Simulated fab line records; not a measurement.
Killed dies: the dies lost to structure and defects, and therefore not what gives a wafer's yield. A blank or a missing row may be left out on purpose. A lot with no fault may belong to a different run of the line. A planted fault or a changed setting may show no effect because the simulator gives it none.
Matching of chambers    flow nand harc    NHARC_A_ZERO_WELL_ETCH_13 on rie si-03: 4 sister chambers
The step etches the open film in HBr/Cl2, target depth 120 nm, time 40.1 s. 8 wafers are shown with their chamber, then 12 later ones without.

## WAFERS, EACH WITH ITS CHAMBER
wafer   chamber  drypump motor current A (A)  oes product au (a.u.)
L086.2  2        5.62                         1.016
L087.1  3        5.73                         1.012
L088.2  1        6.16                         0.995
L088.3  0        6.18                         0.992
L088.6  3        5.71                         1.008
L090.1  2        5.64                         0.990
L090.2  1        6.17                         0.982
L090.3  0        6.20                         0.995

## WAFERS WITHOUT THEIR CHAMBER
wafer   drypump motor current A (A)  oes product au (a.u.)
L093.4  6.18                         1.011
L093.5  5.69                         1.018
L093.6  6.18                         0.990
L094.2  5.59                         1.001
L094.5  6.17                         1.010
L094.6  6.15                         0.995
L096.1  5.74                         1.021
L096.2  6.17                         1.002
L096.5  5.64                         1.007
L097.1  5.69                         1.004
L097.3  6.18                         1.004
L097.4  6.18                         1.002

## WHICH CHAMBER EACH ONE RAN IN
wafer    from the rows above       in truth
L093.4   can't be placed: 0 or 1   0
L093.5   3                         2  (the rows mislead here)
L093.6   can't be placed: 0 or 1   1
L094.2   2                         2
L094.5   can't be placed: 1 or 0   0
L094.6   can't be placed: 1 or 0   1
L096.1   3                         3
L096.2   can't be placed: 1 or 0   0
L096.5   2                         2
L097.1   3                         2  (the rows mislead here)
L097.3   can't be placed: 0 or 1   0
L097.4   can't be placed: 0 or 1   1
Correctly placed: 3 of 12. Can't be placed from these rows: 7 (the true chamber is among the candidates in 7). Wrongly placed: 2.
How it was worked out, from the rows above alone: a wafer's distance from a chamber is the root of the sum, over the readings, of the square of ((its reading less the chamber's mean) divided by the reading's scatter). The wafer belongs to the nearest chamber; if the next one is less than 2 further off, it can't be placed. For every chamber, the mean is computed from those of its wafers that are shown. The scatter: the root of (the sum of the squares of (reading less its chamber's mean) over the shown wafers, divided by (wafers less chambers)).
